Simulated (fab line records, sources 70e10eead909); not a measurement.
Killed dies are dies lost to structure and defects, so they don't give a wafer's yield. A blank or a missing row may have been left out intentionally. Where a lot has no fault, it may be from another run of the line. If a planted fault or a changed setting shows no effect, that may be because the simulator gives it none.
Struck lot and sound lot, side by side || flow nandHarc || 15 steps out of a route of 1302
Sound: these wafers, L832.1, L832.5, L832.6. Struck: wafers L846.2, L846.5, L846.6. Last of all comes the cause.
Each step with rows lists, per side, the tool, then ch with its chambers, then its first start. Under that, the readings that differ: sound wafers || struck wafers || difference of the means || sigmas: that difference in standard deviations of wafers without a fault.
alike: readings whose means differ by less than 2 such deviations, and words and numbers that are the same on both sides. not compared: withheld readings, readings that some wafer has no value for, bounds like >300 that may hide the same value, and numbers for which the record gives no deviation and whose values overlap.
A row with sigmas, a row that says differs or no value, or rows on one side alone: a step with any of these is where the two part. When numbers do not overlap yet have no deviation, they are printed without sigmas and do not part them. A reading missing from all wafers of one side parts the sides only when that side holds two or more wafers.

NHARC_A_ONON_D2_THK_MEAS_14: measures by ellipsometry.
  struck on filmMetro-02, day 21 10:22; sound on filmMetro-01, day 15 17:21
{"reading": "thkNm (nm)", "sound": "990 988 991", "struck": "1011 1012 1010", "difference": "+21", "sigmas": "+2"}
then, 2 steps without rows for these wafers: NHARC_A_ONON_D2_ANNEAL_15 (time 3600 s); NHARC_A_ONON_D2_DEP_16 (target thk 1000 nm).
NHARC_A_ONON_D2_THK_MEAS_18: measures by ellipsometry.
  struck on filmMetro-01, day 21 18:24; sound on filmMetro-01, day 16 01:04
  alike: thkNm
after that, 1 step with no rows for these wafers: NHARC_A_ONON_D2_DEP_19 (target thk 1000 nm).
NHARC_A_ONON_D2_THK_MEAS_21: measures by ellipsometry.
  struck on filmMetro-02, day 21 18:58; sound on filmMetro-01, day 16 01:38
  alike: thkNm
after that, 1 step with no rows for these wafers: NHARC_A_ONON_D2_DEP_22 (target thk 1000 nm).
NHARC_A_ONON_D2_THK_MEAS_24: measures by ellipsometry.
  struck on filmMetro-02, day 21 19:32; sound on filmMetro-02, day 16 02:13
  alike: thkNm
after that, 1 step with no rows for these wafers: NHARC_A_ONON_D2_DEP_25 (target thk 1000 nm).
NHARC_A_ONON_D2_THK_MEAS_27: measures by ellipsometry.
  struck on filmMetro-01, day 21 20:06; sound on filmMetro-02, day 16 02:47
  alike: thkNm
after that, 1 step with no rows for these wafers: NHARC_A_ONON_D2_DEP_28 (target thk 1000 nm).
NHARC_A_ONON_D2_THK_MEAS_30: measures by ellipsometry.
  struck on filmMetro-02, day 21 20:40; sound on filmMetro-02, day 16 03:21
  alike: thkNm
NHARC_A_ONON_D2_DEP_33: deposits SiO2, target thk 200 nm.
  sound on pecvd-02 ch 1,2, day 16 03:27; struck on pecvd-04 ch 0,1,2, day 21 20:46
{"reading": "mfcPrecursorSccm (sccm)", "sound": "161.0 161.4 160.9", "struck": "175.3 175.5 176.3", "difference": "+14.6", "sigmas": "+33"}
  alike: heaterPowerOuterW, heaterPowerW, throttleValvePct
NHARC_A_ONON_D2_THK_MEAS_34: measures by ellipsometry.
  struck on filmMetro-02, day 21 21:08; sound on filmMetro-01, day 16 03:49
{"reading": "thkNm (nm)", "sound": "195.4 198.9 201.1", "struck": "216.3 219.0 218.6", "difference": "+19.5", "sigmas": "+7"}
then, 1 step without rows for these wafers: NHARC_END_SORT_01.

## WHERE THEY PART
Earliest at NHARC_A_ONON_D2_THK_MEAS_14; latest, in this record, at NHARC_A_ONON_D2_THK_MEAS_34.

WHY: whatever the simulator had introduced
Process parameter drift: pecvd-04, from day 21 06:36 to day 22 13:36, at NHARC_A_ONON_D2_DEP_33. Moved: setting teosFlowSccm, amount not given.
